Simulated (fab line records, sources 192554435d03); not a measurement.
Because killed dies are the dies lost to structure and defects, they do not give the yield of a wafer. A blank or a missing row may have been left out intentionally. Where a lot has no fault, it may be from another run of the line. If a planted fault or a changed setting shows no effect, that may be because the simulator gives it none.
Chamber matching + flow n5_finfet + rie_diel-06 running N5_BEOL_M2_STRIP_66: 4 sister chambers
The step strips in CF4. 4 wafers are shown with their chamber, then 10 later ones without.

## WAFERS WITH THEIR CHAMBER
| wafer  | chamber | showerhead_plenum_p_Torr (Torr) |
|--------|---------|---------------------------------|
| L083.6 | 0       | 1.90                            |
| L084.5 | 2       | 1.81                            |
| L084.6 | 1       | 1.81                            |
| L086.5 | 3       | 1.76                            |

## WAFERS WITH NO CHAMBER GIVEN
| wafer  | showerhead_plenum_p_Torr (Torr) |
|--------|---------------------------------|
| L086.6 | 1.80                            |
| L089.1 | 1.89                            |
| L089.2 | 1.76                            |
| L089.5 | 1.89                            |
| L090.1 | 1.81                            |
| L090.3 | 1.76                            |
| L090.4 | 1.80                            |
| L094.2 | 1.76                            |
| L094.4 | 1.81                            |
| L094.5 | 1.89                            |

## CHAMBER TAKEN BY EACH
| wafer  | from the rows above     | in truth |
|--------|-------------------------|----------|
| L086.6 | can't be placed: 1 or 2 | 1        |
| L089.1 | 0                       | 0        |
| L089.2 | 3                       | 3        |
| L089.5 | 0                       | 0        |
| L090.1 | can't be placed: 1 or 2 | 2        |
| L090.3 | 3                       | 3        |
| L090.4 | can't be placed: 1 or 2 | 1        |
| L094.2 | 3                       | 3        |
| L094.4 | can't be placed: 1 or 2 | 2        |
| L094.5 | 0                       | 0        |
Correctly placed: 6 of 10. These rows do not allow placing 4 (true chamber among the candidates in 4). Number placed wrongly: 0.
How it was worked out, from the rows above alone: a wafer's distance from a chamber is the root of the sum, over the readings, of the square of ((its reading less the chamber's mean) divided by the reading's scatter). The wafer belongs to the nearest chamber; if the next one is less than 2 further off, it can't be placed. Each chamber's mean is taken over the wafers shown for it. The scatter: with one shown wafer a chamber, the root of the mean of the squares of how far each hidden wafer lies from its nearest shown one.
